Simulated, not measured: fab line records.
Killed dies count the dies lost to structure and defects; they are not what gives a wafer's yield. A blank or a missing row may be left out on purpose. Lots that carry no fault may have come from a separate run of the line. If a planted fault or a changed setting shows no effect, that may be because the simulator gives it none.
fab line records | flow nandHarc | part 1 of 2: steps 1 to 3 of 6
[record] lots = 19 | wafers = 57 | lastDay = 24
route steps=1159 shown A_STAIRCASE@664 A_SGD_CUT@759
lots untouched by any fault: they come from a run of this same line in which no faults occurred
startH: the number of hours between the record's first day and the start of the first shown wafer of the lot | waitH: hours elapsed since this lot's preceding step | " repeats the value in the row above | L1.1+2: a single row standing in for several wafers | - value missing, or start not given | * or withheld: withheld | < > ~ a bound
route shown NAME@n: names a module that has steps shown in the file, with the first one's number in the route | usual: mean/standard deviation taken from wafers without a fault | same: alike in all rows | chamber/n: place in a boat | sites: readings site by site | _std_site: standard deviation of those values | _edge_site: outer sites' mean less inner sites' | radiusMm: for every site, how far away it sits from the centre of the wafer | mask NAME#n: copy n | behind: the last tool/chamber to shape the wafer | hold: cause of the lot's hold/its duration in hours/its outcome | device: names the non-switching transistor (n, p or np) | end of line: at the end of the route, the tests of the same wafers | step lacking rows: just its recipe | killed: dies that structure and defects cost at the first sort, which is not the same as the wafer's yield | map: a wafer's dies, x killed, . not, _ none there
set.NAME: setting as actually run; set.NAME@STEP: the setting as run at that earlier step | model.NAME: the simulator's own value behind a step, which no gauge read
a sample of lots followed through the steps of the route, with each step as a table and each wafer as a row
services: from which hour (startH, from the record's first day; less than 0 if before it) a tool's chamber was out of use, for how many hours, and why
[[steps]]
[step NHARC_A_STAIRCASE_DESCUM_291]
[recipe] timeS = 3 | o2FlowSccm = 200 | arFlowSccm = 0 | biasPowerW = 0 | chemistry = O2
[usual] drypumpMotorCurrentA = 5.5/0.38 | o2FlowSccm = 199.9/0.57 | oesProductAu = 1.003/0.013 | rfVppV = 57.7/0.95 | showerheadPlenumPTorr = 1.88/0.063 | throttleValvePct = 11.312/0.0091
lot.wafer | tool       | chamber | startH | waitH | drypumpMotorCurrentA | o2FlowSccm | oesProductAu | rfHoursCounterH | rfVppV | showerheadPlenumPTorr | throttleValvePct
L075.3    | rieDiel-02 | 3       | 260.71 | -     | 5.2                  | 199.5      | 1.001        | 39              | 57.8   | 1.88                  | 11.318
L075.2    | "          | 0       | "      | "     | 5.8                  | 200.2      | 1.002        | 40              | 57.6   | 1.84                  | 11.326
L075.1    | "          | 1       | "      | "     | 6.0                  | 200.1      | 0.988        | 35              | 59.1   | 1.79                  | 11.301
L077.3    | rieDiel-03 | 3       | 270.59 | -     | 6.0                  | 199.8      | 1.016        | 20              | 57.7   | 1.90                  | 11.304
L077.2    | "          | 0       | "      | "     | 5.1                  | 200.4      | 1.004        | 18              | 58.2   | 1.90                  | 11.307
L077.1    | "          | 1       | "      | "     | 4.9                  | 199.3      | 0.996        | 17              | 59.3   | 1.95                  | 11.300
L076.3    | rieDiel-03 | 1       | 272.62 | -     | 4.9                  | 201.2      | 0.995        | 18              | 58.7   | 1.95                  | 11.301
L076.2    | "          | 2       | "      | "     | 5.2                  | 199.1      | 1.022        | 20              | 57.2   | 1.98                  | 11.316
L076.6    | "          | 0       | "      | "     | 5.1                  | 200.1      | 1.016        | -               | 56.2   | 1.90                  | 11.310
L080.4    | rieDiel-02 | 1       | 284.47 | -     | 6.0                  | 200.4      | 0.996        | 43              | 57.2   | 1.78                  | 11.303
L080.1    | "          | 2       | "      | "     | 5.3                  | 200.1      | 0.983        | 48              | 56.1   | 1.85                  | 11.296
L080.5    | "          | 2       | "      | "     | 5.3                  | 198.8      | 0.996        | -               | 56.9   | 1.85                  | 11.311
L082.2    | rieDiel-03 | 3       | 290.97 | -     | 6.0                  | 200.3      | 1.024        | 28              | 58.0   | 1.89                  | 11.310
L082.5    | "          | 3       | "      | "     | 6.0                  | 199.8      | 1.019        | -               | 58.7   | 1.89                  | 11.308
L082.6    | "          | 0       | "      | "     | 5.1                  | 199.8      | 1.009        | -               | 57.3   | 1.90                  | 11.322
L081.1    | rieDiel-02 | 2       | 302.22 | -     | 5.3                  | 200.3      | 0.995        | 53              | 57.1   | 1.85                  | 11.315
L081.4    | "          | 3       | "      | "     | 5.2                  | 199.7      | 1.001        | 51              | 57.0   | 1.88                  | 11.305
L081.2    | "          | 1       | "      | "     | 6.0                  | 199.4      | 0.995        | 48              | 57.4   | 1.78                  | 11.328
L084.4    | rieDiel-12 | 2       | 314.25 | -     | 6.1                  | 199.5      | 0.985        | 35              | 57.6   | 2.01                  | 11.311
L084.3    | "          | 0       | "      | "     | 5.6                  | 200.4      | 0.983        | 37              | 58.5   | 1.96                  | 11.336
L084.5    | "          | 3       | "      | "     | 5.3                  | 199.7      | 1.008        | -               | 59.2   | 1.95                  | 11.334
L085.3    | rieDiel-02 | 3       | 314.42 | -     | 5.2                  | 199.0      | 1.007        | 56              | 56.6   | 1.88                  | 11.315
L085.2    | "          | 1       | "      | "     | 6.0                  | 200.3      | 1.006        | 53              | 57.2   | 1.78                  | 11.297
L085.6    | "          | 3       | "      | "     | 5.1                  | 198.8      | 0.995        | -               | 57.3   | 1.88                  | 11.314
L087.1    | rieDiel-02 | 1       | 321.29 | -     | 6.0                  | 200.1      | 1.005        | 55              | 57.7   | 1.78                  | 11.320
L087.6    | "          | 1       | "      | "     | 6.0                  | 200.5      | 1.013        | -               | 57.4   | 1.78                  | 11.304
L087.5    | "          | 2       | "      | "     | 5.3                  | 200.8      | 0.999        | -               | 58.0   | 1.84                  | 11.321
L086.3    | rieDiel-02 | 0       | 323.70 | -     | 5.8                  | 199.6      | 0.996        | 63              | 56.6   | 1.83                  | 11.324
L086.2    | "          | 3       | "      | "     | 5.2                  | 199.6      | 1.015        | 60              | 58.3   | 1.88                  | 11.305
L086.5    | "          | 0       | "      | "     | 5.8                  | 199.2      | 1.007        | -               | 56.4   | 1.83                  | 11.315
L083.4    | rieDiel-02 | 0       | 325.41 | -     | 5.8                  | 199.6      | 1.004        | 64              | 59.2   | 1.83                  | 11.306
L083.6    | "          | 2       | "      | "     | 5.3                  | 200.4      | 1.005        | -               | 57.5   | 1.84                  | 11.306
L083.5    | "          | 3       | "      | "     | 5.2                  | 201.1      | 1.015        | -               | 56.7   | 1.88                  | 11.305
L089.4    | rieDiel-02 | 2       | 338.32 | -     | 5.4                  | 200.2      | 0.992        | 0               | 56.5   | 1.84                  | 11.314
L089.3    | "          | 3       | "      | "     | 5.2                  | 200.3      | 1.019        | 0               | 57.8   | 1.88                  | 11.309
L089.1    | "          | 0       | "      | "     | 5.8                  | 201.0      | 1.002        | 0               | 56.9   | 1.83                  | 11.304
L088.1    | rieDiel-03 | 0       | 339.06 | -     | 5.1                  | 199.8      | 1.016        | 43              | 58.1   | 1.89                  | 11.325
L088.2    | "          | 2       | "      | "     | 5.2                  | 200.1      | 1.007        | 46              | 59.1   | 1.97                  | 11.318
L088.4    | "          | 3       | "      | "     | 6.0                  | 199.6      | 1.033        | -               | 57.2   | 1.89                  | 11.314
L093.1    | rieDiel-02 | 1       | 365.04 | -     | 6.0                  | 199.1      | 0.989        | 9               | 57.9   | 1.78                  | 11.316
L093.2    | "          | 3       | "      | "     | 5.2                  | 198.9      | 1.034        | 8               | 58.2   | 1.87                  | 11.305
L093.3    | "          | 0       | "      | "     | 5.8                  | 200.0      | 1.019        | 8               | 56.7   | 1.83                  | 11.305
L091.2    | rieDiel-03 | 1       | 366.99 | -     | 4.9                  | 200.5      | 1.007        | 49              | 59.9   | 1.94                  | 11.311
L091.4    | "          | 2       | "      | "     | 5.2                  | 200.6      | 1.010        | 55              | 58.5   | 1.96                  | 11.324
L091.5    | "          | 1       | "      | "     | 4.9                  | 199.9      | 1.005        | -               | 56.2   | 1.94                  | 11.317
L094.1    | rieDiel-02 | 0       | 371.20 | -     | 5.8                  | 200.2      | 1.023        | 9               | 57.8   | 1.83                  | 11.299
L094.3    | "          | 2       | "      | "     | 5.3                  | 198.6      | 0.988        | 10              | 58.0   | 1.84                  | 11.327
L094.2    | "          | 3       | "      | "     | 5.2                  | 199.4      | 1.029        | 9               | 57.3   | 1.87                  | 11.311
L095.4    | rieDiel-12 | 3       | 390.75 | -     | 5.3                  | 200.5      | 0.996        | 1               | 56.2   | 1.94                  | 11.319
L095.3    | "          | 2       | "      | "     | 6.1                  | 200.8      | 0.993        | 1               | 60.9   | 2.00                  | 11.308
L095.6    | "          | 3       | "      | "     | 5.3                  | 200.3      | 0.999        | -               | 59.3   | 1.94                  | 11.310
L097.4    | rieDiel-02 | 0       | 390.93 | -     | 5.8                  | 200.0      | 1.008        | 16              | 56.0   | 1.83                  | 11.315
L097.1    | "          | 1       | "      | "     | 6.0                  | 200.2      | 0.992        | 18              | 56.3   | 1.77                  | 11.322
L097.5    | "          | 3       | "      | "     | 5.2                  | 198.8      | 1.036        | -               | 58.4   | 1.87                  | 11.325
L096.4    | rieDiel-12 | 3       | 393.44 | -     | 5.3                  | 199.2      | 1.006        | 3               | 56.8   | 1.94                  | 11.314
L096.1    | "          | 2       | "      | "     | 6.1                  | 201.0      | 0.988        | 3               | 58.0   | 2.00                  | 11.301
L096.6    | "          | 3       | "      | "     | 5.3                  | 199.3      | 1.010        | -               | 58.4   | 1.94                  | 11.306
[step NHARC_A_STAIRCASE_HM_OPEN_460]
[recipe] o2FlowSccm = 400 | cosFlowSccm = 20 | arFlowSccm = 0 | rfW = 500 | biasW = 300 | chemistry = O2/COS
[usual] drypumpMotorCurrentA = 5.5/0.38 | o2FlowSccm = 400.0/1.2 | oesProductAu = 1.003/0.013 | rfFwdPowerW = 499.1/1.5 | rfVppV = 466.3/2.2 | showerheadPlenumPTorr = 3.08/0.098 | throttleValvePct = 28.330/0.0095
lot.wafer | tool       | chamber | startH | waitH | drypumpMotorCurrentA | o2FlowSccm | oesProductAu | rfFwdPowerW | rfHoursCounterH | rfVppV | showerheadPlenumPTorr | throttleValvePct
L075.1    | rieDiel-02 | 0       | -      | -     | 5.8                  | 398.4      | 1.006        | 500.3       | 40              | 463.8  | 3.01                  | 28.317
L075.3    | "          | 1       | "      | "     | 6.0                  | 398.6      | 1.006        | 500.3       | 35              | 463.0  | 2.93                  | 28.331
L075.2    | "          | 2       | "      | "     | 5.3                  | 399.7      | 1.000        | 498.3       | 40              | 465.7  | 3.02                  | 28.341
L077.3    | rieDiel-03 | 2       | -      | -     | 5.2                  | 400.6      | 1.011        | 500.0       | 19              | 470.0  | 3.22                  | 28.336
L077.2    | "          | 3       | "      | "     | 6.1                  | 400.8      | 1.007        | 497.8       | 20              | 467.0  | 3.09                  | 28.324
L077.1    | "          | 1       | "      | "     | 4.9                  | 400.3      | 1.000        | 499.8       | 17              | 468.1  | 3.18                  | 28.321
L076.3    | rieDiel-03 | 3       | -      | -     | 6.0                  | 401.1      | 1.004        | 497.9       | 21              | 465.8  | 3.09                  | 28.333
L076.2    | "          | 0       | "      | "     | 5.1                  | 400.4      | 1.009        | 503.0       | 18              | 467.9  | 3.10                  | 28.323
L076.6    | "          | 2       | "      | "     | 5.2                  | 399.7      | 1.028        | 499.9       | -               | 469.4  | 3.22                  | 28.318
L080.1    | rieDiel-02 | 0       | -      | -     | 5.9                  | 399.5      | 1.001        | 498.9       | 50              | 464.4  | 3.01                  | 28.337
L080.4    | "          | 2       | "      | "     | 5.4                  | 400.4      | 0.990        | 500.4       | 48              | 465.5  | 3.02                  | 28.334
L080.5    | "          | 0       | "      | "     | 5.8                  | 400.4      | 1.000        | 497.1       | -               | 464.3  | 3.00                  | 28.351
L082.2    | rieDiel-03 | 2       | -      | -     | 5.2                  | 402.3      | 1.003        | 501.5       | 28              | 468.9  | 3.21                  | 28.342
L082.5    | "          | 1       | "      | "     | 4.9                  | 400.8      | 0.992        | 497.9       | -               | 468.4  | 3.18                  | 28.343
L082.6    | "          | 2       | "      | "     | 5.2                  | 402.1      | 1.002        | 500.4       | -               | 468.9  | 3.21                  | 28.341
L081.2    | rieDiel-02 | 0       | -      | -     | 5.8                  | 401.3      | 1.001        | 498.5       | 54              | 464.8  | 3.00                  | 28.315
L081.4    | "          | 1       | "      | "     | 6.0                  | 397.4      | 1.012        | 500.1       | 48              | 463.6  | 2.92                  | 28.332
L081.1    | "          | 3       | "      | "     | 5.2                  | 401.2      | 1.009        | 496.6       | 51              | 465.2  | 3.07                  | 28.316
L084.4    | rieDiel-12 | 3       | -      | -     | 5.3                  | 399.8      | 1.002        | 498.2       | 34              | 468.6  | 3.18                  | 28.323
L084.3    | "          | 1       | "      | "     | 5.9                  | 400.7      | 1.001        | 497.0       | 38              | 463.1  | 3.01                  | 28.327
L084.5    | "          | 3       | "      | "     | 5.3                  | 399.6      | 0.996        | 502.3       | -               | 467.8  | 3.18                  | 28.320
L085.2    | rieDiel-02 | 0       | -      | -     | 5.8                  | 400.9      | 0.998        | 497.7       | 59              | 464.0  | 3.00                  | 28.327
L085.3    | "          | 1       | "      | "     | 6.0                  | 398.7      | 1.002        | 499.8       | 53              | 462.7  | 2.92                  | 28.332
L085.6    | "          | 3       | "      | "     | 5.2                  | 399.1      | 1.000        | 498.6       | -               | 467.4  | 3.07                  | 28.324
L087.1    | rieDiel-02 | 1       | -      | -     | 6.0                  | 400.3      | 1.012        | 502.3       | 55              | 463.3  | 2.92                  | 28.332
L087.5    | "          | 3       | "      | "     | 5.2                  | 400.3      | 1.018        | 501.1       | -               | 466.4  | 3.06                  | 28.333
L087.6    | "          | 0       | "      | "     | 5.8                  | 399.2      | 1.019        | 499.0       | -               | 463.9  | 3.00                  | 28.334
L086.2    | rieDiel-02 | 0       | -      | -     | 5.8                  | 402.7      | 1.007        | 497.9       | 63              | 465.1  | 3.00                  | 28.330
L086.3    | "          | 1       | "      | "     | 6.0                  | 400.4      | 1.003        | 500.3       | 56              | 464.4  | 2.92                  | 28.333
L086.5    | "          | 3       | "      | "     | 5.2                  | 398.2      | 1.010        | 500.6       | -               | 467.0  | 3.06                  | 28.339
L083.4    | rieDiel-02 | 0       | -      | -     | 5.8                  | 399.3      | 1.001        | 501.9       | 64              | 466.3  | 3.00                  | 28.334
L083.6    | "          | 2       | "      | "     | 5.3                  | 400.2      | 0.998        | 497.5       | -               | 464.9  | 3.01                  | 28.327
L083.5    | "          | 3       | "      | "     | 5.2                  | 400.6      | 1.004        | 496.2       | -               | 465.6  | 3.06                  | 28.332
L089.1    | rieDiel-02 | 3       | -      | -     | 5.2                  | 399.9      | 1.019        | 499.1       | 0               | 465.1  | 3.06                  | 28.328
L089.4    | "          | 1       | "      | "     | 6.0                  | 396.7      | 0.988        | 498.7       | 0               | 462.5  | 2.92                  | 28.304
L089.3    | "          | 2       | "      | "     | 5.3                  | 398.9      | 0.996        | 498.3       | 0               | 465.0  | 3.01                  | 28.349
L088.1    | rieDiel-03 | 3       | -      | -     | 6.0                  | 400.0      | 1.024        | 499.5       | 46              | 467.5  | 3.08                  | 28.316
L088.2    | "          | 2       | "      | "     | 5.2                  | 398.9      | 1.001        | 500.7       | 46              | 469.5  | 3.20                  | 28.322
L088.4    | "          | 0       | "      | "     | 5.1                  | 399.5      | 1.000        | 498.7       | -               | 466.8  | 3.09                  | 28.328
L093.2    | rieDiel-02 | 3       | -      | -     | 5.2                  | 399.3      | 1.032        | 499.2       | 8               | 465.7  | 3.06                  | 28.338
L093.3    | "          | 1       | "      | "     | 6.0                  | 398.4      | 0.999        | 500.5       | 9               | 462.2  | 2.91                  | 28.327
L093.1    | "          | 2       | "      | "     | 5.3                  | 397.9      | 0.986        | 499.4       | 9               | 463.5  | 3.01                  | 28.343
L091.2    | rieDiel-03 | 2       | -      | -     | 5.2                  | 400.0      | 1.021        | 500.9       | 55              | 469.5  | 3.20                  | 28.337
L091.4    | "          | 3       | "      | "     | 6.0                  | 399.3      | 1.027        | 497.4       | 56              | 465.9  | 3.08                  | 28.335
L091.5    | "          | 1       | "      | "     | 4.9                  | 401.4      | 1.008        | 498.0       | -               | 468.6  | 3.17                  | 28.332
L094.3    | rieDiel-02 | 0       | -      | -     | 5.8                  | 400.2      | 1.019        | 498.6       | 10              | 465.9  | 2.99                  | 28.334
L094.1    | "          | 2       | "      | "     | 5.4                  | 400.1      | 0.971        | 496.6       | 10              | 463.2  | 3.01                  | 28.344
L094.2    | "          | 3       | "      | "     | 5.2                  | 400.0      | 1.031        | 500.2       | 9               | 463.6  | 3.06                  | 28.342
L095.4    | rieDiel-12 | 0       | -      | -     | 5.6                  | 397.8      | 1.003        | 497.9       | 1               | 468.5  | 3.18                  | 28.322
L095.3    | "          | 1       | "      | "     | 5.9                  | 401.7      | 1.021        | 499.4       | 1               | 464.7  | 3.00                  | 28.305
L095.6    | "          | 0       | "      | "     | 5.6                  | 401.0      | 1.002        | 499.6       | -               | 469.1  | 3.18                  | 28.337
L097.1    | rieDiel-02 | 2       | -      | -     | 5.3                  | 401.1      | 1.000        | 501.4       | 19              | 465.4  | 3.00                  | 28.337
L097.4    | "          | 3       | "      | "     | 5.2                  | 403.0      | 1.031        | 496.8       | 19              | 465.5  | 3.05                  | 28.335
L097.5    | "          | 1       | "      | "     | 6.0                  | 401.3      | 0.996        | 498.2       | -               | 463.8  | 2.91                  | 28.325
L096.1    | rieDiel-12 | 0       | -      | -     | 5.6                  | 399.4      | 0.989        | 500.3       | 3               | 468.7  | 3.18                  | 28.340
L096.4    | "          | 2       | "      | "     | 6.1                  | 399.7      | 0.981        | 498.7       | 3               | 469.9  | 3.26                  | 28.323
L096.6    | "          | 0       | "      | "     | 5.6                  | 400.5      | 0.981        | 500.2       | -               | 469.0  | 3.18                  | 28.338
[step NHARC_A_STAIRCASE_STRIP_476]
[recipe] timeS = 20 | o2FlowSccm = 500 | arFlowSccm = 0 | biasW = 0 | chemistry = O2
[usual] drypumpMotorCurrentA = 5.5/0.39 | o2FlowSccm = 500.3/1.5 | oesProductAu = 1.002/0.015 | rfVppV = 57.6/0.85 | showerheadPlenumPTorr = 3.48/0.12 | throttleValvePct = 17.037/0.0096
lot.wafer | tool       | chamber | startH | waitH | drypumpMotorCurrentA | o2FlowSccm | oesProductAu | rfHoursCounterH | rfVppV | showerheadPlenumPTorr | throttleValvePct
L075.1    | rieDiel-03 | 2       | 269.90 | 0.1   | 5.2                  | 500.9      | 1.005        | 19              | 58.1   | 3.64                  | 17.046
L075.2    | "          | 3       | "      | "     | 6.0                  | 499.5      | 1.001        | 19              | 58.1   | 3.50                  | 17.022
L075.3    | "          | 0       | "      | "     | 5.1                  | 498.1      | 1.007        | 17              | 56.9   | 3.51                  | 17.028
L077.3    | rieDiel-12 | 3       | 279.66 | 0.1   | 5.3                  | 499.8      | 0.996        | 22              | 57.8   | 3.59                  | 17.032
L077.2    | "          | 1       | "      | "     | 5.9                  | 499.5      | 0.998        | 25              | 58.6   | 3.41                  | 17.044
L077.1    | "          | 2       | "      | "     | 6.1                  | 500.8      | 0.977        | 25              | 58.1   | 3.70                  | 17.037
L076.3    | rieDiel-03 | 1       | 282.86 | 0.2   | 4.9                  | 501.5      | 0.995        | 21              | 57.6   | 3.60                  | 17.035
L076.2    | "          | 2       | "      | "     | 5.2                  | 500.5      | 1.019        | 25              | 57.1   | 3.63                  | 17.035
L076.6    | "          | 0       | "      | "     | 5.1                  | 503.0      | 1.013        | -               | 57.6   | 3.51                  | 17.023
L080.4    | rieDiel-02 | 1       | 295.18 | 0.1   | 6.0                  | 500.7      | 1.004        | 47              | 57.6   | 3.30                  | 17.030
L080.1    | "          | 2       | "      | "     | 5.3                  | 502.3      | 1.012        | 52              | 58.6   | 3.41                  | 17.019
L080.5    | "          | 3       | "      | "     | 5.2                  | 499.2      | 1.012        | -               | 56.2   | 3.47                  | 17.040
L082.2    | rieDiel-03 | 0       | 300.45 | 0.1   | 5.1                  | 500.8      | 1.011        | 28              | 58.6   | 3.50                  | 17.032
L082.5    | "          | 2       | "      | "     | 5.2                  | 499.0      | 1.009        | -               | 58.0   | 3.63                  | 17.044
L082.6    | "          | 3       | "      | "     | 6.1                  | 502.4      | 1.021        | -               | 59.0   | 3.49                  | 17.040
L081.4    | rieDiel-02 | 2       | 314.61 | 0.1   | 5.3                  | 502.8      | 0.998        | 58              | 58.0   | 3.41                  | 17.029
L081.2    | "          | 0       | "      | "     | 5.8                  | 500.2      | 0.999        | 59              | 57.9   | 3.39                  | 17.035
L081.1    | "          | 1       | "      | "     | 6.0                  | 497.5      | 1.005        | 53              | 56.3   | 3.30                  | 17.046
L084.4    | rieDiel-03 | 0       | 326.16 | 0.1   | 5.1                  | 502.0      | 1.015        | 38              | 57.4   | 3.50                  | 17.039
L084.3    | "          | 2       | "      | "     | 5.2                  | 497.4      | 1.000        | 41              | 57.8   | 3.62                  | 17.063
L084.5    | "          | 0       | "      | "     | 5.1                  | 501.9      | 1.018        | -               | 56.9   | 3.50                  | 17.036
L085.3    | rieDiel-02 | 3       | 327.48 | 0.1   | 5.2                  | 499.1      | 1.013        | 62              | 57.5   | 3.46                  | 17.041
L085.2    | "          | 0       | "      | "     | 5.8                  | 499.4      | 1.012        | 65              | 56.9   | 3.39                  | 17.038
L085.6    | "          | 2       | "      | "     | 5.3                  | 502.7      | 1.002        | -               | 58.2   | 3.41                  | 17.039
L087.1    | rieDiel-03 | 0       | 331.86 | 0.1   | 5.1                  | 499.6      | 1.007        | 40              | 57.9   | 3.50                  | 17.038
L087.5    | "          | 1       | "      | "     | 4.9                  | 500.9      | 0.999        | -               | 57.5   | 3.58                  | 17.037
L087.6    | "          | 2       | "      | "     | 5.2                  | 502.3      | 1.010        | -               | 58.9   | 3.62                  | 17.036
L083.6    | rieDiel-03 | 3       | 336.10 | 0.0   | 6.1                  | 499.2      | 1.036        | -               | 57.2   | 3.48                  | 17.029
L083.4    | "          | 0       | "      | "     | 5.1                  | 499.6      | 1.006        | -               | 57.9   | 3.50                  | 17.034
L083.5    | "          | 2       | "      | "     | 5.2                  | 501.2      | 1.006        | -               | 57.7   | 3.62                  | 17.015
L086.2    | rieDiel-12 | 2       | 337.35 | 2.9   | 6.1                  | 501.8      | 0.973        | 46              | 57.5   | 3.69                  | 17.039
L086.3    | "          | 3       | "      | "     | 5.3                  | 500.2      | 0.989        | 42              | 57.5   | 3.58                  | 17.040
L086.5    | "          | 0       | "      | "     | 5.6                  | 497.7      | 0.973        | -               | 57.8   | 3.60                  | 17.038
L089.1    | rieDiel-02 | 2       | 347.47 | 0.1   | 5.4                  | 498.8      | 1.001        | 3               | 58.8   | 3.40                  | 17.039
L089.4    | "          | 0       | "      | "     | 5.8                  | 500.4      | 1.015        | 3               | 56.8   | 3.39                  | 17.040
L089.3    | "          | 1       | "      | "     | 6.0                  | 502.3      | 0.993        | 3               | 56.8   | 3.30                  | 17.029
L088.4    | rieDiel-12 | 1       | 348.30 | 0.1   | 5.9                  | 500.5      | 1.006        | 51              | 57.2   | 3.39                  | 17.049
L088.1    | "          | 2       | "      | "     | 6.1                  | 499.9      | 0.972        | 48              | 57.7   | 3.69                  | 17.052
L088.2    | "          | 3       | "      | "     | 5.3                  | 497.5      | 0.989        | 44              | 58.7   | 3.58                  | 17.045
L093.2    | rieDiel-12 | 2       | 375.68 | 0.1   | 6.1                  | 499.9      | 0.976        | 58              | 57.6   | 3.68                  | 17.063
L093.3    | "          | 3       | "      | "     | 5.3                  | 501.7      | 1.016        | 56              | 57.7   | 3.58                  | 17.028
L093.1    | "          | 0       | "      | "     | 5.6                  | 502.6      | 0.977        | 61              | 58.0   | 3.59                  | 17.039
L091.2    | rieDiel-02 | 1       | 378.61 | 0.1   | 6.0                  | 501.6      | 0.990        | 13              | 56.8   | 3.29                  | 17.033
L091.4    | "          | 2       | "      | "     | 5.3                  | 499.0      | 0.980        | 14              | 57.6   | 3.40                  | 17.025
L091.5    | "          | 1       | "      | "     | 6.0                  | 501.5      | 0.987        | -               | 58.0   | 3.29                  | 17.026
L094.2    | rieDiel-03 | 2       | 380.81 | 0.1   | 5.2                  | 501.1      | 1.005        | 60              | 58.7   | 3.61                  | 17.029
L094.3    | "          | 3       | "      | "     | 6.1                  | 499.4      | 1.014        | 63              | 56.8   | 3.47                  | 17.046
L094.1    | "          | 0       | "      | "     | 5.1                  | 502.6      | 1.016        | 61              | 58.8   | 3.49                  | 17.044
L095.3    | rieDiel-12 | 3       | 400.63 | 0.1   | 5.3                  | 502.1      | 0.996        | 6               | 57.1   | 3.57                  | 17.045
L095.4    | "          | 1       | "      | "     | 5.9                  | 499.1      | 1.022        | 6               | 57.0   | 3.38                  | 17.028
L095.6    | "          | 3       | "      | "     | 5.3                  | 500.6      | 0.994        | -               | 57.8   | 3.57                  | 17.035
L097.1    | rieDiel-02 | 2       | 400.73 | 0.3   | 5.3                  | 500.6      | 0.991        | 24              | 57.3   | 3.39                  | 17.029
L097.4    | "          | 3       | "      | "     | 5.2                  | 498.1      | 1.027        | 23              | 57.5   | 3.45                  | 17.026
L097.5    | "          | 3       | "      | "     | 5.2                  | 500.9      | 1.027        | -               | 57.6   | 3.45                  | 17.034
L096.1    | rieDiel-02 | 0       | 402.84 | 0.1   | 5.8                  | 501.9      | 1.005        | 20              | 57.0   | 3.38                  | 17.025
L096.4    | "          | 2       | "      | "     | 5.3                  | 497.7      | 0.991        | 25              | 57.3   | 3.39                  | 17.049
L096.6    | "          | 1       | "      | "     | 6.0                  | 496.9      | 0.997        | -               | 59.4   | 3.29                  | 17.040
